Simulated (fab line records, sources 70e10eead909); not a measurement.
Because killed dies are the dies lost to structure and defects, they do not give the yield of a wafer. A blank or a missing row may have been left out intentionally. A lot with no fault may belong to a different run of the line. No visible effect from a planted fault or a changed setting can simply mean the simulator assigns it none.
Matching of chambers	flow nand-harc	NHARC_P_M2_STRIP_18 on rie-diel-01: 4 sister chambers
The step strips in N2/H2. 22 wafers are shown with their chamber, then 11 later ones without.

== WAFERS WITH THEIR CHAMBER ==
wafer	chamber	showerhead-plenum-p-Torr (Torr)	drypump-motor-current-A (A)	oes-product-au (a.u.)
L075.1	3	2.20	4.8	0.988
L075.3	0	2.07	5.4	0.994
L075.5	3	2.20	4.8	0.997
L079.1	3	2.20	4.8	0.993
L079.4	0	2.07	5.4	1.005
L079.6	3	2.21	4.8	0.999
L080.1	1	2.15	4.9	1.011
L080.4	0	2.07	5.4	1.005
L080.5	0	2.07	5.4	1.002
L081.3	3	2.20	4.8	0.986
L081.4	2	1.92	5.8	1.002
L081.5	0	2.07	5.4	1.006
L084.3	1	2.14	4.9	1.020
L084.4	2	1.92	5.8	0.995
L084.6	0	2.07	5.4	0.989
L088.1	1	2.14	4.9	1.018
L088.3	2	1.92	5.8	1.005
L088.4	3	2.20	4.9	1.013
L090.2	2	1.92	5.8	1.009
L090.4	3	2.20	4.8	1.004
L090.5	1	2.14	4.9	1.019
L091.1	1	2.14	4.9	1.017

SIGNATURES (means of the wafers above)
reading	chamber 0	chamber 1	chamber 2	chamber 3	scatter within a chamber
showerhead-plenum-p-Torr	2.0700	2.1420	1.9200	2.2014	0.00303
drypump-motor-current-A	5.400	4.900	5.800	4.814	0.0218
oes-product-au	1.00017	1.01700	1.00275	0.99714	0.00718
Rule: distance of a wafer from a chamber = root of the sum over the readings of ((wafer's reading minus chamber's mean) / reading's scatter) squared. The wafer belongs to the nearest chamber; if the next one is less than 2 further off, it can't be placed. The scatter is the square root of a quotient: the sum, over the shown wafers, of each reading's squared deviation from its chamber's mean, divided by wafers minus chambers.

== WAFERS WITH NO CHAMBER GIVEN ==
wafer	showerhead-plenum-p-Torr (Torr)	drypump-motor-current-A (A)	oes-product-au (a.u.)
L091.3	1.92	5.7	1.002
L091.4	2.20	4.9	0.997
L092.1	2.07	5.4	0.996
L092.4	2.14	4.9	1.014
L092.6	2.14	4.9	1.025
L094.3	2.07	5.4	1.005
L094.4	1.92	5.8	1.009
L094.5	2.20	4.9	1.009
L096.1	2.20	4.8	1.001
L096.3	2.14	4.9	1.024
L096.6	2.14	4.9	1.013

== CHAMBER TAKEN BY EACH ==
wafer	from the rows above	in truth
L091.3	2	2
L091.4	3	3
L092.1	0	0
L092.4	1	1
L092.6	1	1
L094.3	0	0
L094.4	2	2
L094.5	3	3
L096.1	3	3
L096.3	1	1
L096.6	1	1
Correct placement for 11 of the 11. Not placeable from these rows: 0. 0 placed wrongly.
